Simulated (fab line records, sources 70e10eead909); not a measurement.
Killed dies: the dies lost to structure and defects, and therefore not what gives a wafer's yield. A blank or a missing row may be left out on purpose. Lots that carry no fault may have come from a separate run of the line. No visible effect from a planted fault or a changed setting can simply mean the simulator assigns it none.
Chamber matching	flow nand harc	cmp-04 running NHARC_A_BONDPAD_CMP_29: 4 sister chambers
The step polishes SiCN, target thk 200 nm. 14 wafers are shown with their chamber, then 7 later ones without.

WAFERS PAIRED WITH THEIR CHAMBERS
wafer	chamber	motor current A (A)
L074.2	0	10.1
L074.4	3	11.1
L074.5	0	10.4
L077.2	3	11.6
L077.4	1	12.6
L077.6	3	11.5
L084.4	0	10.7
L084.5	2	10.6
L084.6	3	11.1
L090.1	2	10.0
L090.2	3	11.6
L090.6	1	12.7
L095.1	0	10.0
L095.2	1	12.9

SIGNATURES, as means of the wafers listed above
reading	chamber 0	chamber 1	chamber 2	chamber 3	scatter within a chamber
motor current A	10.300	12.733	10.300	11.380	0.282
Rule: a wafer's distance from a chamber is the root of the sum, over the readings, of the square of ((its reading less the chamber's mean) divided by the reading's scatter). The wafer belongs to the nearest chamber; if the next one is less than 2 further off, it can't be placed. The scatter is the square root of a quotient: the sum, over the shown wafers, of each reading's squared deviation from its chamber's mean, divided by wafers minus chambers.

WAFERS WITHOUT THEIR CHAMBER
wafer	motor current A (A)
L095.5	10.5
L097.1	10.0
L097.2	10.9
L097.3	10.2
L097.4	13.2
L097.5	11.7
L097.6	10.4

WHICH CHAMBER EACH ONE RAN IN
wafer	from the rows above	in truth
L095.5	can't be placed: 0 or 2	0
L097.1	can't be placed: 0 or 2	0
L097.2	can't be placed: 3 or 0 or 2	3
L097.3	can't be placed: 0 or 2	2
L097.4	1	1
L097.5	3	3
L097.6	can't be placed: 0 or 2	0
2 of 7 placed correctly. Can't be placed from these rows: 5 (the true chamber is among the candidates in 5). Placed wrongly: 0.
